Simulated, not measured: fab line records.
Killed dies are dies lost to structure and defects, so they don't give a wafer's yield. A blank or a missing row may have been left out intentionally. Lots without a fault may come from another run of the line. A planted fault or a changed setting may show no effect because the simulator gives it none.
A lot that was struck, set against a sound lot || flow nand harc || 15 out of 1159 route steps
Sound: wafers L439.1, L439.3, L439.6. Struck: wafer L451.1. (L451.2, L451.4 of the same lot were not struck and are left out.) The cause comes at the end.
Order at every step that has rows: each side's tool, ch and its chambers, its first start. Under that, the readings that differ: sound wafers || struck wafers || difference of the means || sigmas: that difference in standard deviations of wafers without a fault.
alike: readings whose means differ by less than 2 such deviations, and words and numbers that are the same on both sides. not compared: withheld readings, readings that some wafer has no value for, bounds like >300 that may hide the same value, and numbers for which the record gives no deviation and whose values overlap.
A row with sigmas, a row that says differs or no value, or rows on one side alone: a step with any of these is where the two part. Numbers that have no deviation but don't overlap get no sigmas and don't part them. Lack of a reading on every wafer of one side parts them only where that side has two or more wafers.

NHARC_THIN_TSV_DEP_43: deposits SiO2, target thk 1328.5 nm.
  sound on pecvd-02 ch 0,2, day 20 09:17; struck on pecvd-04 ch 0, day 23 10:22
  alike: showerhead vpp V, throttle valve pct
then, 8 steps without rows for these wafers: NHARC_THIN_TSV_DEHYDRATE_04 (time 120 s); NHARC_THIN_TSV_HMDS_05 (time 30 s); NHARC_THIN_TSV_COAT_06; NHARC_THIN_TSV_SOFTBAKE_07 (time 95 s); NHARC_THIN_TSV_EBR_08; NHARC_THIN_TSV_EXPOSE_09 (exposes mask TSV); NHARC_THIN_TSV_PEB_10 (peb time 85 s); NHARC_THIN_TSV_DEVELOP_11 (time 70 s).
NHARC_THIN_TSV_CD_MEAS_12 targets a cd of 1000 nm.
  sound on cd sem-01 ch 0, day 20 10:07; struck on cd sem-02 ch 0, day 23 11:12
  alike: cd nm
then, 1 step without rows for these wafers: NHARC_THIN_TSV_HARDBAKE_13 (time 80 s).
NHARC_THIN_TSV_DESCUM_14: chemistry O2, time 3 s.
  sound on rie diel-08 ch 0,1,3, day 20 10:17; struck on rie diel-08 ch 2, day 23 11:22
{"reading": "chamber pressure mTorr (mTorr)", "sound": "59.96 60.15 60.08", "struck": 59.94, "difference": -0.12, "sigmas": -2}
{"reading": "oes product au (a.u.)", "sound": "0.998 0.996 0.973", "struck": 1.007, "difference": "+0.018", "sigmas": "+2"}
  alike: drypump motor current A, rf vpp V, showerhead plenum p Torr, throttle valve pct
  not compared: rf hours counter h
NHARC_THIN_TSV_ETCH_44: etches the open film in CF4/O2, target depth 1594.2 nm, time 797.1 s.
  sound on rie diel-08 ch 1,2, day 20 10:21; struck on rie diel-08 ch 1, day 23 11:26
{"reading": "run length s (s)", "sound": "817.7 818.5 817.7", "struck": 640.2, "difference": -177.8, "sigmas": "-99 or more"}
  alike: chamber pressure mTorr, drypump motor current A, oes product au, rf vpp V, showerhead plenum p Torr, throttle valve pct
  not compared: bias w, rf hours counter h
NHARC_THIN_TSV_ETCH_15: target depth 3000 nm, bosch target overetch cycles 2, bosch etch step 2.8 s.
  sound on rie si-04 ch 2,3, day 20 10:55; struck on rie si-01 ch 0, day 23 12:01
  alike: drypump motor current A
  not compared: rf hours counter h
NHARC_END_SORT_01:
  here the record holds rows for the struck wafers (prober-02 ch 0, day 24 19:44) but none for the sound ones

## WHERE THEY PART
Last at NHARC_END_SORT_01 as far as this record goes, first at NHARC_THIN_TSV_DESCUM_14.

WHY: the cause the simulator had injected
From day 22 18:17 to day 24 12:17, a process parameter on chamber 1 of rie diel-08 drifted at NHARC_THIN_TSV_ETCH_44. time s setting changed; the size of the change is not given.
